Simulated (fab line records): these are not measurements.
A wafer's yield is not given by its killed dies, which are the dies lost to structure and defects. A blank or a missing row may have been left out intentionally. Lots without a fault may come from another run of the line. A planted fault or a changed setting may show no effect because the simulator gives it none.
Problem report, 8D (eight disciplines) form, completed by code / flow n5-finfet / the parts of the form that need people (team, actions taken, sign-off) are left out

## 1. PROBLEM STATEMENT
Mean of raw-defect-count at N5_MOL_CONTACT_COAG_INSPECT_42: 1259 across 6 wafers in 3 lots; on wafers with no fault it is 215 (standard deviation 53). That is +20 standard deviations from the usual mean.
The step: inspects for defects (brightfield).
First observed at day 9 03:01: wafer L727.3, on defect-inspect-02. The record holds 29 wafers of 10 lots with a number at this step. Rule for "out" (also "out of limits"): further than 4 standard deviations from the usual mean. Any other wafer with a number is counted as sound.

## 2. WHAT IT IS; WHAT IT IS NOT
question=which readings at this step | is=raw-defect-count | is not=-
question=which lots | is=L727, L731, L732 | is not=L714, L715, L720, L722, L728, L733, L734
question=which wafers of those lots | is=L727.3, L731.4, L731.6, L732.2, L732.4, L732.5 | is not=L727.1, L727.5, L731.5
question=read on which gauges | is=defect-inspect-02 | is not=defect-inspect-01
question=when | is=from day 9 03:01 | is not=up to then (13 sound wafers); but 10 sound wafers of L728, L731, L733, L734 came after

## 3. THE SUSPECTS, EACH WITH WHAT RULES IT OUT
Counting: a tool at a process step up to the reading stays a suspect if it ran every lot that is out. Sound lots after the first of them don't rule it out here, since some wafers of a struck lot are sound.
- ruled out: the gauge at N5_MOL_CONTACT_COAG_INSPECT_42. All the wafers that are out were read on defect-inspect-02, but those of them that N5_PASSIVATION_PROBE_49 has rows for are out there too, on other tools.
- plasma-asher-01 at N5_MOL_CONTACT_COAG_STRIP_119 (strips in N2/H2, time 30 s): kept. It ran every lot that is out, first L727 (day 9 02:28); its last sound lot up to then is L720 (day 7 13:08).
- Within plasma-asher-01 at N5_MOL_CONTACT_COAG_STRIP_119, the wafers that are out were processed in chamber 0 and their sound lot-mates in chamber 1.
Remaining after the count: plasma-asher-01 at N5_MOL_CONTACT_COAG_STRIP_119.

## 4. THE CAUSE (what the simulator had put in)
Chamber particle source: plasma-asher-01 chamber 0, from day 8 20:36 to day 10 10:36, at N5_MOL_CONTACT_COAG_STRIP_119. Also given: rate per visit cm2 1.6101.
Counting left only this tool.

## 5. THE EFFECT CHAIN, in route order
One row per reading whose mean, taken over the struck wafers that have a number, lies over 3 standard deviations from the usual. Only readings whose record carries a usual standard deviation are examined. hours: median over the lots of the time between each lot's start at the first step of this table that gives one and its start at this step. sigmas: the change, counted in usual standard deviations.
hours=0; step=N5_MOL_CONTACT_COAG_INSPECT_42; reading=raw-defect-count; usual=215; on struck wafers=1259; change=+1044; sigmas=+20
hours=265; step=N5_PASSIVATION_PROBE_49; reading=killed-at-contacts; usual=12; on struck wafers=66; change=+54; sigmas=+9.0
hours=265; step=N5_PASSIVATION_PROBE_49; reading=killed-on-rim; usual=14; on struck wafers=30; change=+16; sigmas=+3.9
Here are the process steps it includes:
- N5_PASSIVATION_PROBE_49

## 6. HOW IT WOULD HAVE BEEN CAUGHT EARLIER
The first out-of-limits reading at a measuring or inspecting step in this record came at day 9 03:01, 6 hours after the fault's start at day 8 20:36.
An alarm limit of 4 standard deviations would not have fired on the tool readings at N5_MOL_CONTACT_COAG_STRIP_119 for which the record gives a usual standard deviation, since none of them was out on any struck wafer.
Of the lots that are out (3), L731, L732 began N5_MOL_CONTACT_COAG_STRIP_119 on plasma-asher-01 after day 9 03:01. A hold on the tool at that time would have spared those 2.
